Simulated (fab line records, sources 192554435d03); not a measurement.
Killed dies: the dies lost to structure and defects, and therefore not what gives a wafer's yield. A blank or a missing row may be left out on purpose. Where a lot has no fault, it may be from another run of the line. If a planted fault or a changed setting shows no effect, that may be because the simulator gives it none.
fab line records	flow n5Finfet	part 2 of 2: steps 5 to 6 of 6
record lots=21	wafers=63	lastDay=17
route steps=1938 shown BEOL_M0_SAQP@651 BEOL_M0@715
lots untouched by any fault: they come from a run of this same line in which no faults occurred
startH: hours from the record's opening day to when the first of the lot's shown wafers began	waitH: hours elapsed since this lot's preceding step	" as in the row above	L1.1+2: a row that stands for several wafers	- no value, or no start was given	* or withheld: withheld	< > ~ a bound
route shown NAME@n: a module of which the file shows steps, and the number in the route of the first	usual: mean/standard deviation of fault-free wafers	same: alike in all rows	chamber/n: place in a boat	sites: each site's reading	_std_site: standard deviation of those values	_edge_site: mean of outer sites minus mean of inner sites	radiusMm: for every site, how far away it sits from the centre of the wafer	mask NAME#n: copy n	behind: the tool/chamber that last shaped the wafer	hold: why the lot went on hold/how many hours it stayed there/how the hold came to an end	device: transistor that didn't switch, given as n, p or np	end of line: the route-end tests of the same wafers	a step without rows: its recipe alone	killed: dies that structure and defects cost at the first sort, which is not the same as the wafer's yield	map: a wafer's dies, x killed, . not, _ none there
set.NAME: setting as actually run; set.NAME@STEP: the setting as run at that earlier step	model.NAME: the simulator's own value behind a step, which no gauge read
a sample of lots followed through the steps of the route, with each step as a table and each wafer as a row
services: from which hour (startH, from the record's first day; less than 0 if before it) a tool's chamber was out of use, for how many hours, and why
## steps
# step N5_BEOL_M0_SAQP_ETCH_88
# recipe chemistry=N2/H2	target=underlayer	targetDepthA=65	timeS=5.2	ionEnergyEv=200	maskMaterial=CAR-EUV	pressureMtorr=30	sourceW=840	biasW=150	n2FlowSccm=200	h2FlowSccm=200	ends=cleared
# usual drypumpMotorCurrentA=5.9/0.38	etchRfOnTimeS=5.20/0.14	oesProductAu=0.64/0.066	rfVppV=523.2/2.8	showerheadPlenumPTorr=2.52/0.09	throttleValvePct=18.00/0.23
lot.wafer	tool	chamber	startH	waitH	drypumpMotorCurrentA	etchRfOnTimeS	oesProductAu	rfHoursCounterH	rfVppV	showerheadPlenumPTorr	throttleValvePct
L074.1	rieDiel-06	1	111.43	0.0	5.2	5.20	0.61	207	524.0	2.51	17.66
L074.2	"	0	"	"	5.7	5.31	0.65	141	523.6	2.56	18.16
L074.3	"	3	"	"	6.2	5.18	0.65	140	523.8	2.55	18.29
L075.2	rieDiel-01	3	117.51	0.0	5.6	5.08	0.63	173	526.8	2.63	17.99
L075.5	"	1	"	"	6.1	5.47	0.62	-	523.1	2.51	18.00
L075.6	"	0	"	"	6.2	5.23	0.62	-	521.0	2.42	18.04
L076.3	rieDiel-05	2	128.25	0.0	6.2	5.11	0.61	212	520.7	2.40	17.45
L076.4	"	0	"	"	6.4	5.14	0.61	232	520.9	2.42	18.45
L076.5	"	3	"	"	6.1	5.14	0.62	-	524.8	2.64	18.08
L078.2	rieDiel-01	3	141.20	0.0	5.6	5.06	0.63	180	528.7	2.63	18.00
L078.3	"	2	"	"	5.2	4.96	0.84	2	522.0	2.49	17.71
L078.4	"	0	"	"	6.2	5.22	0.61	199	518.7	2.41	18.07
L079.1	rieDiel-06	3	144.94	0.0	6.2	5.22	0.63	148	522.6	2.54	18.29
L079.3	"	0	"	"	5.7	5.36	0.64	149	521.8	2.56	18.15
L079.4	"	1	"	"	5.2	5.14	0.62	216	524.9	2.51	17.65
L080.2	rieDiel-01	0	151.52	0.0	6.2	5.24	0.60	202	521.7	2.41	18.09
L080.4	"	2	"	"	5.2	4.93	0.83	5	522.3	2.49	17.70
L080.6	"	3	"	"	5.6	5.02	0.62	-	524.6	2.63	18.01
L081.2	rieDiel-06	0	157.83	0.0	5.7	5.47	0.63	153	522.4	2.55	18.18
L081.5	"	3	"	"	6.2	5.31	0.63	-	524.7	2.54	18.28
L081.6	"	0	"	"	5.7	5.45	0.63	-	523.3	2.55	18.16
L082.1	rieDiel-06	1	164.59	0.0	5.2	5.27	0.62	220	522.4	2.51	17.66
L082.4	"	0	"	"	5.7	5.33	0.63	154	526.0	2.55	18.18
L082.5	"	3	"	"	6.2	5.24	0.64	-	522.0	2.54	18.34
L084.1	rieDiel-01	1	177.41	0.0	6.1	5.46	0.60	213	523.9	2.50	18.05
L084.3	"	2	"	"	5.2	4.96	0.81	13	522.6	2.48	17.70
L084.4	"	0	"	"	6.2	5.25	0.60	210	521.1	2.41	18.10
L085.3	rieDiel-01	3	181.98	0.0	5.6	5.05	0.62	192	526.5	2.62	18.02
L085.5	"	2	"	"	5.2	5.00	0.80	-	523.8	2.48	17.72
L085.6	"	3	"	"	5.6	5.11	0.62	-	526.4	2.62	18.04
L086.1	rieDiel-01	0	189.78	0.0	6.2	5.22	0.61	213	522.0	2.41	18.08
L086.2	"	1	"	"	6.1	5.44	0.59	215	524.3	2.50	18.08
L086.4	"	3	"	"	5.6	5.01	0.62	194	526.8	2.62	18.05
L087.1	rieDiel-01	2	192.52	0.0	5.2	4.96	0.80	16	523.9	2.48	17.71
L087.3	"	3	"	"	5.6	5.11	0.62	194	527.5	2.62	18.04
L087.6	"	0	"	"	6.2	5.21	0.60	-	520.4	2.41	18.10
L088.1	rieDiel-06	0	202.55	0.0	5.7	5.35	0.63	164	523.3	2.55	18.19
L088.2	"	1	"	"	5.2	5.27	0.60	233	523.6	2.50	17.68
L088.4	"	3	"	"	6.2	5.24	0.63	-	522.6	2.53	18.31
L089.1	rieDiel-06	3	205.67	0.0	6.2	5.28	0.62	167	522.8	2.53	18.33
L089.2	"	0	"	"	5.7	5.41	0.64	165	523.8	2.55	18.17
L089.4	"	3	"	"	6.2	5.27	0.64	-	523.5	2.53	18.33
L090.3	rieDiel-06	1	213.24	0.0	5.2	5.32	0.59	238	524.5	2.50	17.69
L090.4	"	3	"	"	6.2	5.29	0.62	-	523.6	2.53	18.31
L090.6	"	1	"	"	5.2	5.29	0.60	-	523.5	2.50	17.71
L091.2	rieDiel-05	0	217.15	0.0	6.4	5.03	0.82	2	528.8	2.73	18.04
L091.3	"	3	"	"	6.1	5.18	0.59	223	528.0	2.63	18.10
L091.5	"	3	"	"	6.1	5.09	0.60	-	525.2	2.63	18.10
L092.2	rieDiel-05	3	223.13	0.0	6.2	5.22	0.59	225	526.6	2.63	18.12
L092.3	"	1	"	"	6.1	5.13	0.62	180	525.3	2.52	17.66
L092.4	"	2	"	"	6.2	5.15	0.57	242	518.5	2.39	17.49
L093.4	rieDiel-05	0	228.41	0.0	6.4	5.09	0.81	7	529.6	2.72	18.07
L093.5	"	0	"	"	6.4	5.01	0.83	-	529.3	2.73	18.03
L093.6	"	3	"	"	6.1	5.13	0.59	-	526.0	2.63	18.11
L094.1	rieDiel-06	3	237.91	0.0	6.2	5.24	0.62	177	522.8	2.53	18.36
L094.3	"	0	"	"	5.7	5.35	0.62	174	523.1	2.54	18.20
L094.5	"	2	"	"	5.6	5.04	0.67	-	519.9	2.35	18.04
L095.3	rieDiel-05	1	238.42	0.0	6.0	5.12	0.63	184	525.3	2.52	17.63
L095.4	"	0	"	"	6.4	5.13	0.80	9	526.5	2.72	18.04
L095.5	"	1	"	"	6.0	5.08	0.63	-	525.4	2.52	17.68
L096.3	rieDiel-06	1	246.70	0.0	5.2	5.23	0.59	246	521.5	2.49	17.73
L096.5	"	0	"	"	5.7	5.32	0.62	-	523.5	2.54	18.18
L096.6	"	3	"	"	6.2	5.27	0.62	-	524.8	2.53	18.35
# step N5_BEOL_M0_ETCH_138
# recipe chemistry=CH3F/O2	targetDepthA=120	target=SiCN	timeS=31.6	ionEnergyEv=120	pressureMtorr=30	sourceW=395	biasW=75	Ar_flow_sccm=150	CH3F_flow_sccm=30	O2_flow_sccm=20	ends=cleared
# usual CH3F_flow_sccm=29.99/0.092	drypumpMotorCurrentA=5.8/0.43	etchRfOnTimeS=29.0/0.94	oesProductAu=0.69/0.076	rfVppV=297.5/1.5	showerheadPlenumPTorr=2.01/0.07	throttleValvePct=16.26/0.18
lot.wafer	tool	chamber	startH	waitH	CH3F_flow_sccm	drypumpMotorCurrentA	etchRfOnTimeS	oesProductAu	rfHoursCounterH	rfVppV	showerheadPlenumPTorr	throttleValvePct
L074.1	rieDiel-02	2	112.97	0.0	29.91	5.9	28.3	0.65	144	294.9	1.93	16.32
L074.2	"	3	"	"	30.04	6.3	28.1	0.62	179	299.5	2.08	16.11
L074.3	"	1	"	"	30.06	5.6	30.0	0.60	211	296.6	1.89	16.36
L075.2	rieDiel-03	3	119.13	0.0	29.96	6.1	28.2	0.77	34	298.5	2.03	16.18
L075.5	"	3	"	"	30.02	6.1	29.9	0.77	-	297.3	2.03	16.18
L075.6	"	2	"	"	29.96	4.8	29.4	0.59	-	297.1	1.98	16.64
L076.3	rieDiel-03	3	130.89	0.0	30.00	6.1	28.1	0.75	41	298.3	2.03	16.20
L076.4	"	2	"	"	30.08	4.7	29.6	0.59	-	296.4	1.98	16.65
L076.5	"	3	"	"	29.95	6.1	29.4	0.74	-	298.4	2.03	16.21
L078.2	rieDiel-02	1	142.88	0.0	30.01	5.6	28.4	0.58	224	295.7	1.89	16.39
L078.3	"	3	"	"	30.08	6.3	29.1	0.61	187	298.6	2.08	16.13
L078.4	"	0	"	"	29.96	5.9	28.7	0.77	40	297.5	2.04	16.10
L079.1	rieDiel-04	0	146.69	0.0	29.95	5.5	28.8	0.80	14	300.5	2.15	16.03
L079.3	"	1	"	"	29.91	5.7	28.4	0.64	166	297.2	2.09	16.27
L079.4	"	3	"	"	29.89	5.5	28.7	0.73	50	297.2	1.94	16.06
L080.2	rieDiel-04	3	154.66	0.0	30.01	5.5	29.2	0.72	51	297.1	1.94	16.05
L080.4	"	1	"	"	30.15	5.7	29.2	0.65	168	299.9	2.09	16.27
L080.6	"	3	"	"	30.18	5.5	30.3	0.72	-	295.3	1.94	16.04
L081.2	rieDiel-02	1	159.31	0.0	29.95	5.6	29.3	0.59	231	295.1	1.89	16.40
L081.5	"	3	"	"	30.23	6.3	30.0	0.61	-	298.4	2.07	16.12
L081.6	"	0	"	"	30.05	5.9	28.9	0.77	-	297.8	2.03	16.12
L082.1	rieDiel-04	1	166.39	0.0	30.01	5.7	29.0	0.65	172	297.6	2.09	16.27
L082.4	"	2	"	"	30.01	6.3	30.2	0.61	234	296.8	1.99	16.58
L082.5	"	1	"	"	30.04	5.7	29.9	0.65	-	298.3	2.09	16.26
L084.1	rieDiel-02	3	178.97	0.0	30.07	6.3	29.6	0.60	200	298.6	2.07	16.15
L084.3	"	1	"	"	29.96	5.6	29.7	0.59	238	295.7	1.88	16.41
L084.4	"	0	"	"	29.97	5.9	29.4	0.76	53	299.0	2.03	16.15
L085.3	rieDiel-02	1	183.76	0.0	30.11	5.6	28.5	0.59	239	295.7	1.88	16.42
L085.5	"	3	"	"	29.97	6.3	29.7	0.61	-	298.6	2.07	16.15
L085.6	"	2	"	"	30.06	5.9	30.0	0.63	-	294.2	1.92	16.38
L086.1	rieDiel-03	0	191.34	0.0	30.01	5.8	27.8	0.80	10	295.3	1.97	16.07
L086.2	"	2	"	"	29.92	4.8	30.2	0.82	1	296.5	1.97	16.16
L086.4	"	1	"	"	29.93	6.2	30.6	0.76	23	299.1	2.06	16.25
L087.1	rieDiel-04	2	194.01	0.0	29.90	6.3	28.2	0.61	245	296.7	1.98	16.60
L087.3	"	3	"	"	29.99	5.5	26.9	0.71	65	294.8	1.94	16.07
L087.6	"	3	"	"	30.05	5.6	28.4	0.71	-	295.4	1.94	16.08
L088.1	rieDiel-04	2	204.20	0.0	30.02	6.3	27.6	0.60	248	296.2	1.98	16.58
L088.2	"	0	"	"	29.94	5.5	27.7	0.77	32	299.9	2.14	16.08
L088.4	"	2	"	"	30.02	6.3	29.2	0.60	-	297.4	1.98	16.59
L089.1	rieDiel-03	2	207.29	0.0	29.79	4.8	28.4	0.80	6	298.0	1.97	16.16
L089.2	"	3	"	"	30.04	6.1	27.8	0.71	73	297.6	2.02	16.26
L089.4	"	0	"	"	29.96	5.8	28.8	0.79	16	297.3	1.97	16.10
L090.3	rieDiel-04	3	214.80	0.0	30.02	5.5	28.2	0.70	73	297.8	1.93	16.09
L090.4	"	3	"	"	29.90	5.5	28.4	0.70	-	295.3	1.93	16.09
L090.6	"	0	"	"	30.03	5.5	28.3	0.76	-	299.0	2.14	16.09
L091.2	rieDiel-04	3	219.07	0.0	30.01	5.5	29.2	0.70	75	295.5	1.93	16.10
L091.3	"	1	"	"	29.97	5.7	28.2	0.63	184	298.7	2.09	16.29
L091.5	"	3	"	"	29.97	5.6	29.4	0.69	-	295.2	1.93	16.09
L092.2	rieDiel-04	3	224.83	0.0	29.83	5.5	28.7	0.69	78	296.5	1.93	16.12
L092.3	"	1	"	"	30.08	5.7	29.0	0.64	188	300.1	2.08	16.30
L092.4	"	1	"	"	30.06	5.7	27.9	0.63	-	298.4	2.08	16.30
L093.4	rieDiel-02	0	230.01	0.0	29.91	5.9	28.3	0.73	-	298.6	2.02	16.18
L093.5	"	2	"	"	29.99	5.9	28.3	0.62	-	295.2	1.91	16.42
L093.6	"	3	"	"	30.10	6.3	27.9	0.59	-	299.2	2.06	16.19
L094.1	rieDiel-03	0	241.23	0.0	30.03	5.7	27.3	0.78	22	296.6	1.96	16.13
L094.3	"	1	"	"	30.11	6.2	28.6	0.75	34	297.1	2.06	16.30
L094.5	"	0	"	"	29.83	5.7	28.6	0.77	-	295.4	1.97	16.13
L095.3	rieDiel-03	0	241.58	0.0	30.15	5.8	27.9	0.77	22	295.9	1.96	16.12
L095.4	"	3	"	"	30.00	6.1	29.7	0.70	79	297.6	2.02	16.28
L095.5	"	2	"	"	30.12	4.8	27.9	0.79	-	296.5	1.97	16.18
L096.3	rieDiel-03	1	249.00	0.0	29.80	6.2	28.9	0.75	36	297.2	2.05	16.31
L096.5	"	2	"	"	29.86	4.8	29.3	0.78	-	295.0	1.97	16.19
L096.6	"	3	"	"	30.02	6.1	30.3	0.70	-	299.2	2.02	16.26
## services
tool	chamber	startH	hours	kind
rieDiel-02	0	91.45	11.1	repair
rieDiel-02	3	99.64	9.0	repair
rieDiel-06	0	101.16	4.5	repair
rieDiel-02	3	117.67	8.6	repair
rieDiel-01	2	121.22	-	clean
rieDiel-01	2	121.22	-	consumableReplace:focusRing
rieDiel-01	2	121.22	12.1	scheduledDown
rieDiel-01	2	121.22	12.1	ventCycle
rieDiel-04	-	122.84	15.6	pm
rieDiel-01	3	123.80	3.1	repair
rieDiel-06	0	190.33	6.5	repair
rieDiel-05	0	192.88	-	clean
rieDiel-05	0	192.88	-	consumableReplace:focusRing
rieDiel-05	0	192.88	-	consumableReplace:showerhead
rieDiel-05	0	192.88	15.2	scheduledDown
rieDiel-05	0	192.88	15.2	ventCycle
rieDiel-06	2	195.78	28.7	repair
rieDiel-05	1	197.55	24.1	repair
rieDiel-03	-	212.07	0.1	repair
rieDiel-04	2	216.41	-	clean
rieDiel-04	2	216.41	-	consumableReplace:focusRing
rieDiel-03	-	223.88	15.6	pm
rieDiel-04	3	238.86	7.2	repair
rieDiel-05	1	244.64	5.5	repair
